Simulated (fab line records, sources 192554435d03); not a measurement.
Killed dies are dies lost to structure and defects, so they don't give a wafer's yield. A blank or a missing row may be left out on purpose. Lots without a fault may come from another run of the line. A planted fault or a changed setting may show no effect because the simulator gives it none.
A struck lot beside a sound one | flow n5_finfet | 38 steps out of a route of 1938
Sound: wafers L786.3, L786.5, L786.6. Struck: wafers L793.1, L793.3. (L793.6 of the same lot was not struck and is left out.) The cause comes at the end.
At each step with rows: each side's tool, then ch and its chambers, then its first start. Under that, the readings that differ: sound wafers | struck wafers | difference of the means | sigmas: that difference in standard deviations of wafers without a fault.
alike: readings whose means differ by less than 2 such deviations, and words and numbers that are the same on both sides. not compared: withheld readings, readings that some wafer has no value for, bounds like >300 that may hide the same value, and numbers for which the record gives no deviation and whose values overlap.
The two part at a step that has a row with sigmas, a row that says differs or no value, or rows on one side only. Numbers that don't overlap but have no deviation are shown without sigmas and don't part them. A reading that every wafer of one side lacks parts them only if that side has two wafers or more.

first, 8 steps without rows for these wafers: N5_BEOL_M3_ECD_50 (material Cu, target thk 300 nm); N5_BEOL_M3_ANNEAL_51 (time 90 s); N5_BEOL_M3_CMP_52 (polishes, stops on SiOC, t overpolish 6.8 s, target thk 40 nm); N5_BEOL_M3_PRE_CLEAN_60 (time 15 s); N5_BEOL_M3_CO_CAP_55 (material Co, precursor CCTBA/H2, target thk 2 nm, time 102.1 s); N5_BEOL_M3_PRE_CLEAN_56 (time 15 s); N5_BEOL_M3_DEP_57 (deposits SiCN from 3MS/NH3, target thk 8 nm, time 14 s); N5_BEOL_M4_ILD_DEP_00 (deposits SiOC from DEMS/O2, target thk 79 nm, time 15.3 s).
N5_BEOL_M4_PECVD_72: deposits SiO2 from TEOS/O2, target thk 16 nm, time 18 s.
  sound on pecvd-01 ch 0,1,2, day 10 10:04; struck on pecvd-01 ch 2, day 11 19:01
  reading                                    | sound        | struck  | difference | sigmas
  model.SiO2_of_BEOL_M4_PECVD_72.thk_nm (nm) | 15.8 15.8 16 | 18.6 19 | +2.9       |
  alike: heater_power_w, showerhead_plenum_p_Torr, throttle_valve_pct
then, 25 steps without rows for these wafers: N5_BEOL_M4_HM_DEP_02 (deposits TiN, target thk 20 nm); N5_BEOL_M4_COAT_61 (time 60 s, resist thk 60 nm); N5_BEOL_M4_COAT_62 (time 60 s, resist thk 12 nm); N5_BEOL_M4_COAT_73 (time 60 s, resist thk 5 nm); N5_BEOL_M4_COAT_05 (resist thk 30 nm); N5_BEOL_M4_EBR_07; N5_BEOL_M4_SOFTBAKE_06 (time 60 s); N5_BEOL_M4_EXPOSE_08 (exposes mask M4); N5_BEOL_M4_PEB_09 (peb time 60 s); N5_BEOL_M4_DEVELOP_10 (develop time 30 s); N5_BEOL_M4_DESCUM_16 (chemistry O2, time 7 s); N5_BEOL_M4_ETCH_74 (etches underlayer in N2/H2, target depth 6.5 nm, time 5.2 s); N5_BEOL_M4_ETCH_63 (etches SiARC in CF4, target depth 15.6 nm, time 26 s); N5_BEOL_M4_ETCH_64 (etches SOC in N2/H2, target depth 75 nm, overetch 22.5 nm, time 121.9 s); N5_BEOL_M4_STRIP_65 (strips in N2/H2); N5_BEOL_M4_STRIP_75 (strips in N2/H2); N5_BEOL_M4_STRIP_66 (strips in CF4); N5_BEOL_M4_HM_OPEN_17 (chemistry Cl2/BCl3, target TiN, target depth 20 nm, overetch 6 nm); N5_BEOL_M4_STRIP_19 (strips in O2); N5_BEOL_M4_COAT_67 (time 60 s, resist thk 60 nm); N5_BEOL_M4_COAT_68 (time 60 s, resist thk 12 nm); N5_BEOL_M4_COAT_76 (time 60 s, resist thk 5 nm); N5_BEOL_M4_COAT_22 (resist thk 30 nm); N5_BEOL_M4_EBR_24; N5_BEOL_M4_SOFTBAKE_23 (time 60 s).
N5_BEOL_M4_HM_STRIP_39: strips TiN in peroxide tin strip, target depth 25 nm, time 158 s.
  sound on wet_bench-03 ch 1,5,7, day 10 20:23; struck on wet_bench-03 ch 1,5, day 12 08:30
  reading                                    | sound          | struck    | difference | sigmas
  model.SiO2_of_BEOL_M4_PECVD_72.thk_nm (nm) | 15.6 15.6 15.8 | 18.6 18.8 | +3.0       |
  alike: temp_c
N5_BEOL_M4_CMP_52: polishes, stops on SiOC, t overpolish 6.8 s, target thk 40 nm.
  sound on cmp-04 ch 2,3, day 10 23:50; struck on cmp-01 ch 0,2, day 12 12:56
  reading                      | sound          | struck    | difference | sigmas
  barrier_field_endpoint_s (s) | 24.9 23.6 25.3 | 27.4 27.7 | +2.9       | +5
  alike: clearing_platen_rpm, motor_current_A
N5_BEOL_M4_RC_MEAS_101:
  sound on prober-01 ch 0, day 11 00:45; struck on prober-01 ch 0, day 12 13:32
  alike: DIBL_N, DIBL_P, IOFF_N, IOFF_P, ION_N, ION_P, SS_N, SS_P, VT_N, VT_P
N5_PASSIVATION_PROBE_49:
  the record has rows for the sound wafers here (prober-01, day 15 11:10) and none for the struck ones

WHERE THEY PART
First at N5_BEOL_M4_CMP_52; last, within this record, at N5_PASSIVATION_PROBE_49.

WHY: what the simulator had put in
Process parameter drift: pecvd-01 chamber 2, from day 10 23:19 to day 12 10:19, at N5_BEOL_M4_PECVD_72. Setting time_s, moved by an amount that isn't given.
